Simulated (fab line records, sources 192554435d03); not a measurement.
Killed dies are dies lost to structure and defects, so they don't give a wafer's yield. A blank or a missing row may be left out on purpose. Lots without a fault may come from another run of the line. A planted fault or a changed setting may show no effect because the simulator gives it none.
fab line records | flow n5_finfet
record lots=9 wafers=26 last_day=18
route steps=1938 shown SDB@358 BEOL_M4@1111 PASSIVATION@1936
lots that met no fault: from a run of the same line without faults
start_h: hours from the record's first day to the start of the lot's first wafer shown | wait_h: hours since the lot's step before | " the same as in the row above | L1.1+2: a row that stands for several wafers | - no value, or no start given | * or withheld: withheld | < > ~ a bound
route shown NAME@n: a module of which the file shows steps, and the number in the route of the first | usual: mean/standard deviation of fault-free wafers | same: alike in all rows | chamber/n: place in a boat | sites: the reading at each site | _std_site: their standard deviation | _edge_site: outer sites' mean less inner sites' | radius_mm: how far each site lies from the wafer's centre | mask NAME#n: copy n | behind: the tool/chamber that last shaped the wafer | hold: why the lot was held/for how many hours/how that ended | device: the transistor (n, p or np) that didn't switch | end of line: the same wafers' tests at the end of the route | a step without rows: its recipe alone | killed: dies lost to structure and defects at the first sort, not the wafer's yield | map: a wafer's dies, x killed, . not, _ none there
set.NAME: the setting as run; set.NAME@STEP: as run at that earlier step | model.NAME: the simulator's own value behind a step, which no gauge read
steps of the route over a sample of lots; a table a step, a row a wafer
services: from which hour (start_h, from the record's first day; less than 0 if before it) a tool's chamber was out of use, for how many hours, and why
## steps
# step N5_SDB_INSPECT_13
# recipe mode=adi inspect_instrument=brightfield
# usual raw_defect_count=77/41
# columns lot.wafer tool chamber start_h wait_h raw_defect_count
L678.1 defect_inspect-01 - 88.08 0.0 94
L678.4 " - " " 82
L678.6 " - " " 51
L679.2 defect_inspect-01 - 89.86 0.0 91
L679.4 " - " " 50
L679.5 " - " " 114
L691.1 defect_inspect-02 - 162.01 0.0 75
L691.3 " - " " 51
L691.4 " - " " 65
L692.3 defect_inspect-02 - 169.55 0.0 112
L692.4 " - " " 72
L692.6 " - " " 94
L694.1 defect_inspect-02 - 181.94 0.0 80
L694.2 " - " " 133
L694.3 " - " " 107
L695.4 defect_inspect-01 - 184.28 0.0 33
L695.6 " - " " 37
L696.3 defect_inspect-01 - 191.06 0.0 67
L696.4 " - " " 77
L696.6 " - " " 56
L697.1 defect_inspect-02 - 197.34 0.0 40
L697.2 " - " " 49
L697.6 " - " " 63
L698.1 defect_inspect-01 - 203.92 0.0 49
L698.3 " - " " 48
L698.6 " - " " 42
# step N5_SDB_STRIP_21
# recipe chemistry=CF4 resist=SiARC power_w=300 bias_power_w=75 pressure_mtorr=50 cf4_flow_sccm=150 rf_frequency_hz=6e+07
# usual cf4_flow_sccm=150.0/0.48 drypump_motor_current_A=5.9/0.35 oes_product_au=0.77/0.076 power_w=300.1/0.99 rf_vpp_V=271.4/1.3 showerhead_plenum_p_Torr=1.81/0.048 throttle_valve_pct=13.55/0.22
# columns lot.wafer tool chamber start_h wait_h cf4_flow_sccm drypump_motor_current_A oes_product_au power_w rf_hours_counter_h rf_vpp_V showerhead_plenum_p_Torr throttle_valve_pct
L678.1 rie_diel-02 1 89.71 0.0 150.4 5.3 0.82 299.4 91 270.5 1.74 13.43
L678.4 " 3 " " 150.1 6.3 0.74 298.4 153 270.5 1.79 13.34
L678.6 " 3 " " 150.4 6.3 0.74 298.8 - 271.9 1.79 13.33
L679.2 rie_diel-04 0 90.77 0.0 149.6 5.9 0.69 299.4 242 269.8 1.78 13.85
L679.4 " 1 " " 149.6 5.9 0.90 300.7 - 271.2 1.75 13.52
L679.5 " 0 " " 149.7 5.9 0.69 300.8 - 268.9 1.77 13.83
L691.1 rie_diel-03 2 162.26 0.0 150.0 6.0 0.73 300.1 175 273.4 1.85 13.48
L691.3 " 0 " " 149.9 6.3 0.75 298.4 163 272.6 1.86 13.67
L691.4 " 1 " " 149.8 6.1 0.92 299.4 5 270.9 1.83 13.26
L692.3 rie_diel-02 1 169.79 0.0 149.4 5.3 0.80 300.8 118 269.8 1.73 13.50
L692.4 " 2 " " 149.8 5.7 0.71 301.5 180 272.3 1.85 13.71
L692.6 " 3 " " 149.3 6.3 0.72 299.4 - 271.1 1.79 13.40
L694.1 rie_diel-03 2 182.19 0.0 150.2 6.0 0.73 301.5 182 273.2 1.85 13.48
L694.2 " 1 " " 150.6 6.1 0.90 301.5 12 271.7 1.83 13.29
L694.3 " 3 " " 149.8 6.1 0.82 300.0 76 273.6 1.88 13.20
L695.4 rie_diel-02 2 184.66 0.0 149.7 5.7 0.70 299.7 185 270.5 1.85 13.70
L695.6 " 3 " " 149.2 6.3 0.71 299.3 - 270.2 1.78 13.44
L696.3 rie_diel-03 1 191.30 0.0 151.0 6.1 0.89 301.6 14 272.3 1.83 13.29
L696.4 " 2 " " 150.3 6.0 0.73 301.3 185 273.4 1.85 13.49
L696.6 " 0 " " 149.3 6.3 0.74 298.6 - 273.3 1.86 13.67
L697.1 rie_diel-02 1 197.59 0.0 150.1 5.3 0.78 299.7 128 269.0 1.73 13.52
L697.2 " 3 " " 150.9 6.3 0.71 300.7 193 270.5 1.78 13.43
L697.6 " 1 " " 150.5 5.3 0.78 299.9 - 270.4 1.73 13.52
L698.1 rie_diel-02 2 204.62 0.0 150.1 5.7 0.70 300.5 193 271.7 1.85 13.74
L698.3 " 0 " " 149.6 5.7 0.71 300.9 230 271.0 1.78 13.94
L698.6 " 1 " " 149.3 5.3 0.79 299.0 - 270.8 1.73 13.53
# step N5_SDB_STRIP_22
# recipe chemistry=N2/H2 power_w=1000 temp_c=250 h2_frac=0.65 overash_fraction=0.3 pressure_mtorr=withheld n2_flow_sccm=1750 h2_flow_sccm=3250
# usual drypump_motor_current_A=6.1/0.31 heater_power_w=357/43 oes_product_au=0.715/0.0046 strip_time_to_endpoint_s=96.4/0.31
# columns lot.wafer tool chamber start_h wait_h drypump_motor_current_A heater_power_w oes_product_au rf_hours_counter_h strip_time_to_endpoint_s
L678.1 plasma_asher-01 0 89.81 0.1 6.0 406 0.710 88 96.1
L678.4 " 1 " " 6.5 365 0.716 - 95.7
L678.6 " 0 " " 5.9 395 0.704 - 95.6
L679.2 plasma_asher-01 0 90.87 0.1 6.0 387 0.715 88 97.0
L679.4 " 1 " " 6.6 357 0.720 - 96.5
L679.5 " 1 " " 6.6 365 0.709 - 96.9
L691.1 plasma_asher-02 0 162.36 0.1 6.2 281 0.718 54 96.6
L691.3 " 1 " " 5.7 353 0.718 - 96.2
L691.4 " 0 " " 6.2 281 0.713 - 96.6
L692.3 plasma_asher-02 0 169.93 0.1 6.2 279 0.712 - 96.0
L692.4 " 1 " " 5.7 352 0.718 - 96.6
L692.6 " 0 " " 6.2 278 0.708 - 96.0
L694.1 plasma_asher-01 1 182.32 0.1 6.5 359 0.713 107 96.6
L694.2 " 0 " " 5.9 407 0.714 107 96.5
L694.3 " 0 " " 5.9 401 0.714 - 96.1
L695.4 plasma_asher-02 1 184.80 0.1 5.7 353 0.712 - 96.9
L695.6 " 1 " " 5.7 356 0.721 - 96.7
L696.3 plasma_asher-02 0 191.44 0.1 6.2 280 0.709 - 96.2
L696.4 " 1 " " 5.7 353 0.719 - 95.9
L696.6 " 1 " " 5.7 345 0.707 - 96.0
L697.1 plasma_asher-01 1 197.69 0.1 6.5 359 0.716 110 96.2
L697.2 " 0 " " 6.0 396 0.716 110 96.2
L697.6 " 0 " " 6.0 399 0.705 - 96.1
L698.1 plasma_asher-01 1 204.72 0.1 6.5 360 0.718 111 96.9
L698.3 " 1 " " 6.5 360 0.717 - 96.8
L698.6 " 0 " " 6.0 420 0.722 - 96.2
# step N5_SDB_CUT_ETCH_26
# recipe chemistry=HBr/Cl2/O2 target=Si target_depth_a=1296 bt_time_s=20 mask_material=SiNx time_s=51.8 ion_energy_ev=* bias_w=* pressure_mtorr=10 icp_w=800 HBr_flow_sccm=150 Cl2_flow_sccm=80 O2_flow_sccm=12
# usual HBr_flow_sccm=150.0/0.45 O2_flow_sccm=12.00/0.033 bt_time_s=20/0 drypump_motor_current_A=5.88/0.27 oes_product_au=1.007/0.013 throttle_valve_pct=37.3/0.37
# columns lot.wafer tool chamber start_h wait_h HBr_flow_sccm O2_flow_sccm bt_time_s drypump_motor_current_A oes_product_au rf_hours_counter_h throttle_valve_pct
L678.1 rie_si-04 1 90.90 0.1 150.1 12.00 20 6.16 1.027 167 37.8
L678.4 " 2 " " 150.2 12.00 20 5.80 1.007 21 37.5
L678.6 " 3 " " 150.7 11.97 20 5.56 0.999 - 37.7
L679.2 rie_si-01 2 91.22 0.1 150.3 12.04 20 6.20 0.987 40 37.2
L679.4 " 0 " " 150.0 12.01 20 5.58 1.013 84 37.4
L679.5 " 1 " " 150.7 12.03 20 6.30 0.979 - 37.4
L691.1 rie_si-04 3 162.69 0.1 - - - - - - -
L691.3 " 2 " " - - - - - - -
L691.4 " 0 " " - - - - - - -
L692.3 rie_si-04 1 170.20 0.1 - - - - - - -
L692.4 " 0 " " - - - - - - -
L692.6 " 1 " " - - - - - - -
L694.1 rie_si-04 0 182.64 0.1 149.8 12.00 20 5.73 1.012 10 36.8
L694.2 " 3 " " 150.1 12.03 20 5.56 1.000 8 37.7
L694.3 " 1 " " 150.4 11.98 20 6.18 1.030 169 37.8
L695.4 rie_si-01 3 185.06 0.1 150.7 11.98 20 6.26 1.014 143 37.2
L695.6 " 1 " " 151.0 11.94 20 6.30 0.984 - 37.4
L696.3 rie_si-06 1 191.71 0.1 149.8 12.06 20 5.87 1.018 107 36.8
L696.4 " 0 " " 150.4 12.04 20 5.46 1.012 76 37.6
L696.6 " 3 " " 149.9 11.97 20 6.06 1.000 - 37.5
L697.1 rie_si-06 0 197.99 0.1 150.9 12.00 20 5.50 1.020 76 37.6
L697.2 " 1 " " 149.6 12.00 20 5.93 1.017 107 36.8
L697.6 " 0 " " 151.2 12.00 20 5.47 1.027 - 37.6
L698.1 rie_si-04 1 205.02 0.1 149.0 12.02 20 6.18 1.018 169 37.8
L698.3 " 3 " " 149.6 12.07 20 5.57 1.000 9 37.7
L698.6 " 2 " " 150.4 11.99 20 5.77 1.014 - 37.5
# step N5_SDB_CMP_30
# recipe stop_on=poly-Si t_overpolish_s=1.54 post_cmp_clean=alkaline_brush down_force_psi=4.1491 platen_rpm=51.796 pad_velocity_m_s=1.0306 target_thk_nm=30
# usual motor_current_A=12.2/1.1 pad_life_wafers=1252/540 time_to_endpoint_s=17.7/2.3
# columns lot.wafer tool chamber start_h wait_h motor_current_A pad_life_wafers time_to_endpoint_s
L678.4 cmp-02 0 93.81 1.4 11.7 1230 20.6
L678.1 " 3 " " 13.1 1233 17.2
L678.6 " 0 " " 11.9 - 18.7
L679.4 cmp-03 0 94.26 1.5 10.4 397 17.6
L679.2 " 2 " " 12.8 399 17.5
L679.5 " 0 " " 10.9 - 16.1
L691.1 cmp-02 3 165.61 1.4 12.4 1752 20.9
L691.3 " 0 " " 11.7 1753 27.7
L691.4 " 1 " " 10.7 1754 24.4
L692.3 cmp-03 2 173.11 1.4 12.2 1074 23.6
L692.4 " 1 " " 14.0 1077 21.0
L692.6 " 3 " " 11.3 - 24.0
L694.1 cmp-02 1 186.04 1.4 10.7 1878 17.6
L694.3 " 2 " " 13.4 1879 16.9
L694.2 " 0 " " 11.9 1881 19.6
L695.4 cmp-03 0 187.98 1.4 10.5 1212 17.7
L695.6 " 1 " " 14.4 - 14.2
L696.4 cmp-02 0 194.97 1.4 11.8 1951 18.8
L696.3 " 2 " " 12.6 1953 17.2
L696.6 " 3 " " 12.6 - 17.5
L697.1 cmp-02 2 200.90 1.4 13.1 2004 12.4
L697.2 " 0 " " 11.9 2006 18.9
L697.6 " 2 " " 12.8 - 13.8
L698.1 cmp-02 3 207.94 1.4 12.7 2058 17.4
L698.3 " 0 " " 12.0 2059 20.3
L698.6 " 0 " " 11.7 - 19.1
# step N5_BEOL_M4_RC_MEAS_101
# usual DIBL_N=36.1/1.9 DIBL_P=36.4/2.5 IOFF_N=0.16/0.036 IOFF_P=0.22/0.038 ION_N=672/11 ION_P=462/8 SS_N=71.6/0.68 SS_P=73.3/0.77 VT_N=250/3.3 VT_P=-250/3.6
# columns lot.wafer tool chamber start_h wait_h DIBL_N[mV/V] DIBL_P[mV/V] IOFF_N[nA/um] IOFF_P[nA/um] ION_N[uA/um] ION_P[uA/um] SS_N[mV/dec] SS_P[mV/dec] VT_N[mV] VT_P[mV]
L678.1 prober-01 0 199.49 0.0 32.8 33.3 0.12 0.19 667 460 70.5 72.5 253 -251
L678.4 " 0 " " 32.5 31.6 0.11 0.15 651 446 70.9 72.8 256 -254
L678.6 " 0 " " 31.0 30.9 0.10 0.15 652 457 70.5 71.2 254 -253
L679.2 prober-01 0 204.61 0.2 36.6 39.0 0.18 0.23 686 472 71.1 74.4 247 -246
L679.4 " 0 " " 34.1 34.5 0.11 0.16 668 456 71.7 72.6 255 -255
L679.5 " 0 " " 38.1 38.5 0.18 0.22 674 458 72.2 73.5 248 -250
L694.1 prober-02 0 309.15 0.0 36.5 37.3 0.16 0.22 675 468 71.6 73.4 249 -249
L694.2 " 0 " " 37.7 37.8 0.18 0.22 683 462 71.6 74.1 251 -251
L694.3 " 0 " " 34.7 34.8 0.13 0.18 659 456 71.2 73.0 251 -254
L695.4 prober-01 0 310.98 0.5 33.9 32.8 0.14 0.20 669 474 71.3 71.6 251 -247
L695.6 " 0 " " 34.4 35.4 0.14 0.23 675 474 71.8 73.3 252 -244
L696.3 prober-02 0 319.21 0.3 36.8 36.3 0.16 0.22 688 470 71.9 73.3 249 -249
L696.4 " 0 " " 36.6 34.5 0.15 0.20 669 459 71.0 73.1 253 -250
L696.6 " 0 " " 33.1 31.4 0.10 0.15 654 459 70.5 72.1 255 -255
L697.1 prober-02 0 326.95 0.0 32.3 33.4 0.13 0.16 667 454 70.2 72.0 253 -254
L697.2 " 0 " " 33.8 34.3 0.15 0.17 667 457 70.9 71.7 252 -254
L697.6 " 0 " " 34.3 33.7 0.15 0.16 660 449 72.2 72.4 254 -255
L698.1 prober-01 0 328.62 0.0 36.8 36.1 0.15 0.17 663 446 71.7 73.0 253 -254
L698.3 " 0 " " 36.1 33.4 0.13 0.14 655 442 71.0 71.8 256 -258
L698.6 " 0 " " 36.7 35.1 0.14 0.16 660 445 72.1 73.0 255 -257
# step N5_PASSIVATION_PROBE_49
# usual defect_limited_yield=91.2/1.4 killed_at_M0_to_M3=34/11 killed_at_M4_up=14/6.3 killed_at_contacts=13/7.4 killed_at_front_end=38/11 killed_at_other=4.3/2.9 killed_dies=103/17 killed_on_rim=14/4.1 killed_open=68/12 killed_short=34/8 sort_bin_5_function=5.1/0.9 sort_bin_6_memory=3.3/0.66 sort_n_pass=1077/17 sort_yield_pct=91.2/1.4
# same gross_dies=1180 killed_at_back_side=0 sort_bin_4_leakage[%]=0 sort_bin_8_speed[%]=0
# columns lot.wafer tool chamber start_h wait_h defect_limited_yield[%] killed_at_M0_to_M3 killed_at_M4_up killed_at_contacts killed_at_front_end killed_at_other killed_dies killed_on_rim killed_open killed_short sort_bin_5_function[%] sort_bin_6_memory[%] sort_n_pass sort_yield_pct[%]
L678.1 prober-01 - 309.80 0.0 91.4 42 15 7 33 5 102 13 68 34 4.5 3.9 1078 91.4
L678.4 prober-01 - 309.95 0.2 91.4 39 13 13 35 1 101 7 65 31 4.9 3.1 1079 91.4
L678.6 prober-01 - 310.05 0.3 94.2 25 13 3 26 1 68 7 44 24 3.8 1.9 1112 94.2
L679.2 prober-02 - 315.30 0.1 92.0 15 24 11 38 6 94 16 63 31 4.0 3.4 1086 92.0
L679.4 prober-02 - 315.40 0.2 91.3 16 21 11 49 6 103 18 73 30 4.7 3.7 1077 91.3
L679.5 prober-02 - 315.45 0.2 90.5 38 23 12 29 10 112 13 79 33 5.3 3.7 1068 90.5
L691.1 prober-02 - 392.85 0.0 0 32 16 8 1121 3 1180 152 56 26 97.5 2.5 0 0
L691.3 prober-02 - 392.95 0.1 0 47 10 2 1118 3 1180 152 72 33 96.2 3.1 0 0
L691.4 prober-02 - 393.00 0.2 0 39 10 8 1121 2 1180 152 70 58 95.7 3.7 0 0
L692.3 prober-01 - 414.20 0.1 0 30 10 7 1130 3 1180 152 75 25 96.5 3.1 0 0
L692.4 prober-01 - 414.25 0.2 0 25 16 4 1133 2 1180 152 52 26 98.1 1.7 0 0
L692.6 prober-01 - 414.35 0.3 0 31 9 8 1130 2 1180 152 67 25 96.0 3.7 0 0
L695.4 prober-01 - 424.26 0.2 88.8 47 27 10 44 4 132 14 95 37 6.9 3.8 1048 88.8
L695.6 prober-01 - 424.36 0.3 86.7 62 18 5 69 3 157 18 103 54 8.3 4.6 1023 86.7
L694.1 prober-01 - 424.41 0.0 90.8 18 26 7 52 5 108 18 77 30 4.5 4.2 1072 90.8
L694.2 prober-01 - 424.46 0.1 91.0 26 16 9 48 7 106 23 64 29 5.3 3.0 1074 91.0
L694.3 prober-01 - 424.51 0.1 92.6 21 14 17 34 1 87 13 67 18 4.7 2.3 1093 92.6
L696.3 prober-02 - 430.55 0.1 90.8 49 18 2 38 2 109 16 72 37 5.6 3.3 1071 90.8
L696.4 prober-02 - 430.60 0.2 90.9 52 12 13 28 2 107 12 72 35 5.7 3.3 1073 90.9
L696.6 prober-02 - 430.70 0.3 89.5 56 13 6 46 3 124 16 89 35 5.6 4.4 1056 89.5
L697.1 prober-01 - 436.90 0.0 89.6 42 26 11 43 1 123 15 77 44 5.8 4.4 1057 89.6
L697.2 prober-01 - 436.95 0.1 92.5 29 17 19 23 1 89 20 63 26 4.7 2.5 1091 92.5
L697.6 prober-01 - 437.15 0.3 92.1 41 12 13 24 3 93 8 54 37 4.6 2.7 1087 92.1
L698.1 prober-01 - 439.94 0.0 91.0 30 22 12 37 5 106 8 72 31 5.1 3.6 1074 91.0
L698.3 prober-01 - 440.04 0.1 92.4 30 12 9 33 6 90 11 59 29 4.2 3.2 1090 92.4
L698.6 prober-01 - 440.19 0.3 88.9 55 14 13 46 3 131 18 87 43 6.7 4.2 1049 88.9
# killed by level:class
L678.1 BEOL_M0_SAQP:geometric_particle:open=14 FIN_SAQP:geometric_particle:short=12 BEOL_M1:geometric_particle:open=11 MOL_CONTACT_COAG:geometric_particle:open=6 BEOL_M0_SAQP:geometric_particle:short=6 DUMMY_GATE:geometric_particle:open=5 FIN_SAQP:geometric_particle:open=4 BEOL_M2:geometric_particle:open=4
L678.4 BEOL_M1:geometric_particle:open=14 BEOL_M3:geometric_particle:open=14 MOL_CONTACT_COAG:geometric_particle:open=10 FIN_SAQP:geometric_particle:short=7 FIN_SAQP:geometric_particle:open=5 ILD0:geometric_particle:short=4 BEOL_M4:geometric_particle:open=4 STARTING-WAFER:geometric_particle:short=4
L678.6 BEOL_M1:geometric_particle:open=10 STI_FIN_REVEAL:geometric_particle:open=5 BEOL_M0_SAQP:geometric_particle:short=5 DUMMY_GATE:geometric_particle:open=4 BEOL_M5:geometric_particle:open=4 DUMMY_GATE:geometric_particle:short=3 GATE_CUT:geometric_particle:short=3 MOL_CONTACT_COAG:geometric_particle:short=3
L679.2 BEOL_M4:geometric_particle:open=11 FIN_SAQP:geometric_particle:open=9 FIN_SAQP:geometric_particle:short=8 MOL_CONTACT_COAG:geometric_particle:open=8 BEOL_M0_SAQP:geometric_particle:open=5 STI_FIN_REVEAL:geometric_particle:open=4 STARTING-WAFER:geometric_particle:open=4 BEOL_M2:geometric_particle:open=3
L679.4 STI_FIN_REVEAL:geometric_particle:open=15 BEOL_M4:geometric_particle:open=11 MOL_CONTACT_COAG:geometric_particle:open=10 FIN_SAQP:geometric_particle:open=6 FIN_SAQP:geometric_particle:short=6 DUMMY_GATE:geometric_particle:short=5 BEOL_M1:geometric_particle:open=5 BEOL_M0_SAQP:geometric_particle:open=4
L679.5 BEOL_M1:geometric_particle:open=14 BEOL_M4:geometric_particle:open=12 FIN_SAQP:geometric_particle:open=10 BEOL_M3:geometric_particle:open=10 MOL_CONTACT_COAG:geometric_particle:open=9 FIN_SAQP:geometric_particle:short=6 STI_FIN_REVEAL:geometric_particle:open=4 BEOL_M5:geometric_particle:short=4
L691.1 SDB:area_etch=1098 BEOL_M0_SAQP:geometric_particle:short=8 BEOL_M4:geometric_particle:open=8 MOL_CONTACT_COAG:geometric_particle:open=7 BEOL_M0_SAQP:geometric_particle:open=6 BEOL_M2:geometric_particle:open=6 FIN_SAQP:geometric_particle:open=5 FIN_SAQP:geometric_particle:short=5
L691.3 SDB:area_etch=1075 FIN_SAQP:geometric_particle:open=18 FIN_SAQP:geometric_particle:short=10 BEOL_M0_SAQP:geometric_particle:open=10 BEOL_M2:geometric_particle:open=10 BEOL_M0_SAQP:geometric_particle:short=8 BEOL_M3:geometric_particle:open=7 BEOL_M1:geometric_particle:open=5
L691.4 SDB:area_etch=1052 FIN_SAQP:geometric_particle:short=26 FIN_SAQP:geometric_particle:open=20 BEOL_M0_SAQP:geometric_particle:open=16 BEOL_M0_SAQP:geometric_particle:short=12 MOL_CONTACT_COAG:geometric_particle:open=6 GATE_CUT:geometric_particle:short=5 BEOL_M1:geometric_particle:open=4
L692.3 SDB:area_etch=1080 STI_FIN_REVEAL:geometric_particle:open=22 BEOL_M0_SAQP:geometric_particle:open=10 BEOL_M1:geometric_particle:open=8 FIN_SAQP:geometric_particle:open=7 MOL_CONTACT_COAG:geometric_particle:open=6 DUMMY_GATE:geometric_particle:open=4 STI_FIN_REVEAL:geometric_particle:short=3
L692.4 SDB:area_etch=1102 FIN_SAQP:geometric_particle:open=8 BEOL_M3:geometric_particle:open=8 FIN_SAQP:geometric_particle:short=6 BEOL_M2:geometric_particle:open=6 DUMMY_GATE:geometric_particle:open=5 BEOL_M4:geometric_particle:open=5 MOL_CONTACT_COAG:geometric_particle:open=4
L692.6 SDB:area_etch=1087 FIN_SAQP:geometric_particle:open=10 DUMMY_GATE:geometric_particle:open=8 BEOL_M3:geometric_particle:open=8 BEOL_M1:geometric_particle:open=7 STARTING-WAFER:geometric_particle:open=6 MOL_CONTACT_COAG:geometric_particle:open=5 BEOL_M0_SAQP:geometric_particle:short=5
L695.4 BEOL_M4:geometric_particle:open=16 BEOL_M1:geometric_particle:open=11 BEOL_M3:geometric_particle:open=11 FIN_SAQP:geometric_particle:short=9 STI_FIN_REVEAL:geometric_particle:open=9 MOL_CONTACT_COAG:geometric_particle:open=9 FIN_SAQP:geometric_particle:open=8 BEOL_M0_SAQP:geometric_particle:open=6
L695.6 STI_FIN_REVEAL:geometric_particle:open=17 BEOL_M1:geometric_particle:open=17 FIN_SAQP:geometric_particle:open=15 BEOL_M3:geometric_particle:open=15 FIN_SAQP:geometric_particle:short=11 BEOL_M4:geometric_particle:open=8 BEOL_M0_SAQP:geometric_particle:short=6 BEOL_M0_SAQP:geometric_particle:open=6
L694.1 BEOL_M4:geometric_particle:open=17 STI_FIN_REVEAL:geometric_particle:open=12 FIN_SAQP:geometric_particle:open=10 FIN_SAQP:geometric_particle:short=9 BEOL_M3:geometric_particle:open=9 MOL_CONTACT_COAG:geometric_particle:open=6 STARTING-WAFER:geometric_particle:open=4 STI_FIN_REVEAL:geometric_particle:short=3
L694.2 MOL_CONTACT_COAG:geometric_particle:open=8 BEOL_M4:geometric_particle:open=8 HKMG_FIN:area_etch=8 BEOL_M2:geometric_particle:open=6 DUMMY_GATE:geometric_particle:open=5 GATE_CUT:geometric_particle:short=5 GATE_CUT:geometric_particle:open=5 BEOL_M0_SAQP:geometric_particle:short=5
L694.3 MOL_CONTACT_COAG:geometric_particle:open=14 BEOL_M3:geometric_particle:open=12 FIN_SAQP:geometric_particle:open=10 BEOL_M4:geometric_particle:open=7 STI_FIN_REVEAL:geometric_particle:open=6 BEOL_M2:geometric_particle:open=5 GATE_CUT:geometric_particle:open=4 DUMMY_GATE:geometric_particle:open=3
L696.3 BEOL_M0_SAQP:geometric_particle:short=15 BEOL_M4:geometric_particle:open=13 BEOL_M1:geometric_particle:open=11 BEOL_M3:geometric_particle:open=9 STI_FIN_REVEAL:geometric_particle:open=8 FIN_SAQP:geometric_particle:open=7 FIN_SAQP:geometric_particle:short=5 STI_FIN_REVEAL:geometric_particle:short=4
L696.4 BEOL_M0_SAQP:geometric_particle:short=14 MOL_CONTACT_COAG:geometric_particle:open=12 BEOL_M3:geometric_particle:open=12 BEOL_M1:geometric_particle:open=9 FIN_SAQP:geometric_particle:short=7 BEOL_M0_SAQP:geometric_particle:open=7 BEOL_M4:geometric_particle:open=7 BEOL_M2:geometric_particle:open=5
L696.6 BEOL_M0_SAQP:geometric_particle:short=17 BEOL_M0_SAQP:geometric_particle:open=16 STI_FIN_REVEAL:geometric_particle:open=15 FIN_SAQP:geometric_particle:open=14 BEOL_M4:geometric_particle:open=11 BEOL_M2:geometric_particle:open=10 MOL_CONTACT_COAG:geometric_particle:open=6 BEOL_M1:geometric_particle:open=5
L697.1 BEOL_M4:geometric_particle:open=17 FIN_SAQP:geometric_particle:short=16 BEOL_M0_SAQP:geometric_particle:short=14 BEOL_M3:geometric_particle:open=12 MOL_CONTACT_COAG:geometric_particle:open=10 FIN_SAQP:geometric_particle:open=9 BEOL_M0_SAQP:geometric_particle:open=7 STI_FIN_REVEAL:geometric_particle:open=5
L697.2 MOL_CONTACT_COAG:geometric_particle:open=13 FIN_SAQP:geometric_particle:short=11 BEOL_M2:geometric_particle:open=10 BEOL_M4:geometric_particle:open=9 BEOL_M0_SAQP:geometric_particle:open=7 MOL_CONTACT_COAG:geometric_particle:short=6 BEOL_M3:geometric_particle:open=5 BEOL_M0_SAQP:geometric_particle:short=4
L697.6 BEOL_M0_SAQP:geometric_particle:short=11 MOL_CONTACT_COAG:geometric_particle:open=10 BEOL_M0_SAQP:geometric_particle:open=10 BEOL_M3:geometric_particle:open=9 STI_FIN_REVEAL:geometric_particle:open=7 BEOL_M3:geometric_particle:short=5 FIN_SAQP:geometric_particle:open=4 BEOL_M4:geometric_particle:short=4
L698.1 STI_FIN_REVEAL:geometric_particle:open=12 BEOL_M0_SAQP:geometric_particle:open=11 MOL_CONTACT_COAG:geometric_particle:open=10 BEOL_M4:geometric_particle:open=10 BEOL_M0_SAQP:geometric_particle:short=7 BEOL_M2:geometric_particle:open=4 FIN_SAQP:geometric_particle:short=4 BEOL_M0:geometric_particle:open=4
L698.3 STI_FIN_REVEAL:geometric_particle:open=15 BEOL_M0_SAQP:geometric_particle:short=10 MOL_CONTACT_COAG:geometric_particle:open=8 BEOL_M0_SAQP:geometric_particle:open=8 BEOL_M4:geometric_particle:open=7 FIN_SAQP:geometric_particle:short=5 DUMMY_GATE:geometric_particle:open=4 BEOL_M3:geometric_particle:open=4
L698.6 BEOL_M0_SAQP:geometric_particle:short=18 BEOL_M0_SAQP:geometric_particle:open=15 MOL_CONTACT_COAG:geometric_particle:open=11 STI_FIN_REVEAL:geometric_particle:open=10 FIN_SAQP:geometric_particle:open=9 BEOL_M4:geometric_particle:open=8 FIN_SAQP:geometric_particle:short=7 BEOL_M2:geometric_particle:open=5
## services
# columns tool chamber start_h hours kind
cmp-02 - 70.89 1.8 repair
rie_diel-04 2 72.01 19.0 repair
rie_diel-04 - 74.70 15.6 pm
cmp-02 - 94.13 8.1 pm
rie_si-06 1 95.02 6.8 repair
rie_diel-02 - 102.21 0.1 repair
rie_diel-04 0 109.16 - clean
rie_diel-04 0 109.16 - consumable_replace:focus_ring
rie_diel-04 0 109.16 22.2 scheduled_down
rie_diel-04 0 109.16 22.2 vent_cycle
rie_diel-03 1 113.02 - clean
rie_diel-03 1 113.02 - consumable_replace:focus_ring
rie_diel-03 1 113.02 25.9 scheduled_down
rie_diel-03 1 113.02 25.9 vent_cycle
rie_diel-02 1 119.55 8.1 repair
plasma_asher-02 - 126.12 1.8 repair
rie_diel-04 3 131.85 - clean
rie_diel-04 3 131.85 - consumable_replace:focus_ring
rie_diel-04 3 131.85 12.5 scheduled_down
rie_diel-03 1 149.28 6.6 repair
cmp-02 - 167.49 6.2 pm
rie_diel-03 0 194.66 6.5 repair
rie_si-01 1 199.87 11.6 repair
rie_diel-04 2 203.66 6.9 repair
## key
first_sign step=N5_SDB_CUT_ETCH_26 reading=tool_record direction=missing
effect step=N5_SDB_CMP_30 reading=time_to_endpoint_s direction=up sigmas=2.5 usual=* struck=*
effect step=N5_PASSIVATION_PROBE_49 reading=sort_bin_5_function direction=up sigmas=99+ usual=5.1 struck=96.7
more_kills_born_at N5_SDB_CUT_ETCH_26@rie_si-04=6493
met_at N5_SDB_CUT_ETCH_26
struck_lots L691,L692
later_rows_left_out L691.1,L691.3,L691.4,L692.3,L692.4,L692.6
not_acting_at N5_SDB_INSPECT_13,N5_SDB_STRIP_21,N5_SDB_STRIP_22
onset_between 90.90 162.69
fault kind=skipped_step_whole tool=rie_si-04 chamber=- onset_h=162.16 steps=N5_SDB_CUT_ETCH_26 scope=struck_lots_only
# later_rows_left_out: the simulator's readings of these wafers behind a module that went badly wrong aren't trusted and aren't shown, but for the sort
